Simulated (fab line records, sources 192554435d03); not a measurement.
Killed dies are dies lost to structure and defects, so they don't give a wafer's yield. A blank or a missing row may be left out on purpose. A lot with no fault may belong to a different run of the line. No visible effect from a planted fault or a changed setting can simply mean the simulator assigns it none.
Struck lot and sound lot, side by side -- flow n5-finfet -- 16 steps out of a route of 1938
Sound: the wafers L900.1, L900.5, L900.6. The struck wafers were L899.1, L899.3, L899.6. The cause is given at the end.
At each step with rows: each side's tool, then ch and its chambers, then its first start. Under that, the readings that differ: sound wafers -- struck wafers -- difference of the means -- sigmas: that difference in standard deviations of wafers without a fault.
alike: a reading whose means differ by less than 2 such deviations, as well as words and numbers matching on both sides. not compared: withheld readings; readings where some wafer has no value; bounds like >300 that might hide an equal value; numbers whose values overlap and for which the record gives no deviation.
A row with sigmas, a row that says differs or no value, or rows on one side alone: a step with any of these is where the two part. Non-overlapping numbers with no deviation appear without sigmas and do not part them. A reading missing from all wafers of one side parts the sides only when that side holds two or more wafers.

first, 5 steps without rows for these wafers: N5_WELL_APT_SOFTBAKE_20 (time 60 s); N5_WELL_APT_EXPOSE_22 (exposes mask PWELL, defocus 0 nm, target cd 200 nm); N5_WELL_APT_PEB_23 (peb time 90 s); N5_WELL_APT_DEVELOP_24 (develop time 45 s); N5_WELL_APT_HARDBAKE_29 (time 120 s).
N5_WELL_APT_CD_MEAS_25: target cd 200 nm.
  sound on cd-sem-01 ch 0, day 4 08:56; struck on cd-sem-01 ch 0, day 4 03:13
  alike: cd-nm
N5_WELL_APT_OVL_MEAS_26:
  sound on overlay-01 ch 0, day 4 08:58; struck on overlay-01 ch 0, day 4 03:14
  alike: PWELL_OVL
N5_WELL_APT_INSPECT_27: inspects for defects (macro).
  sound on defect-inspect-02 at day 4 08:59; struck on defect-inspect-01 at day 4 03:16
  alike: raw-defect-count
N5_WELL_APT_DESCUM_30: chemistry O2, time 7.9 s.
  sound on rie-diel-01 ch 2,3, day 4 09:02; struck on rie-diel-04 ch 1,2, day 4 03:20
  alike: drypump-motor-current-A, o2-flow-sccm, oes-product-au, rf-vpp-V, showerhead-plenum-p-Torr, throttle-valve-pct
  not compared: rf-hours-counter-h
then, 3 steps without rows for these wafers: N5_WELL_APT_IMPLANT_31; N5_WELL_APT_IMPLANT_32; N5_WELL_APT_STRIP_33 (strips in SPM, time 900 s).
N5_WELL_APT_RTA_34: time 10 s.
  sound on rtp-anneal-02 ch 0, day 4 09:49; struck on rtp-anneal-01 ch 0, day 4 04:08
reading,sound,struck,difference,sigmas
lamp-power-pct (%),12.92 12.95 12.96,12.39 12.42 12.41,-0.54,-11
lamp_zone_1_pct (%),13.03 13.01 12.99,12.39 12.38 12.39,-0.62,-21
lamp_zone_2_pct (%),12.971 12.978 13.018,12.397 12.401 12.383,-0.595,-21
lamp_zone_3_pct (%),12.98 12.98 13.00,12.40 12.34 12.40,-0.61,-20
lamp_zone_4_pct (%),13.002 13.010 12.982,12.448 12.350 12.425,-0.590,-20
lamp_zone_5_pct (%),13.043 12.993 12.976,12.350 12.343 12.462,-0.619,-21
lamp_zone_6_pct (%),12.95 12.97 12.90,12.31 12.38 12.32,-0.60,-18
lamp_zone_7_pct (%),13.42 13.38 13.46,12.78 12.74 12.80,-0.65,-21
  alike: wafer_temp_C_max
then, 1 step without rows for these wafers: N5_WELL_APT_OXIDE_STRIP_42 (strips SiO2 in dHF, time 45 s, target depth 12 nm).
-- record jumps: 9 days separate the struck wafers' starts on either side; left off in module WELL_APT, taken up again in module BEOL_M4, whose first shown step is the route's number 1111 --
N5_BEOL_M4_RC_MEAS_101:
  sound on prober-01 ch 0, day 11 14:42; struck on prober-01 ch 0, day 12 19:11
  alike: DIBL_N, DIBL_P, IOFF_N, IOFF_P, ION_N, ION_P, SS_N, SS_P, VT_N, VT_P
following that, these wafers have no rows for 1 step: N5_PASSIVATION_PROBE_49.

## WHERE THEY PART
Only at N5_WELL_APT_RTA_34, as far as this record shows. Later steps at which nothing parts them and some readings are alike: N5_BEOL_M4_RC_MEAS_101.

WHY: whatever the simulator had introduced
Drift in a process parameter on rtp-anneal-01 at N5_WELL_APT_RTA_34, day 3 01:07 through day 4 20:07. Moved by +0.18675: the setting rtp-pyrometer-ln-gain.
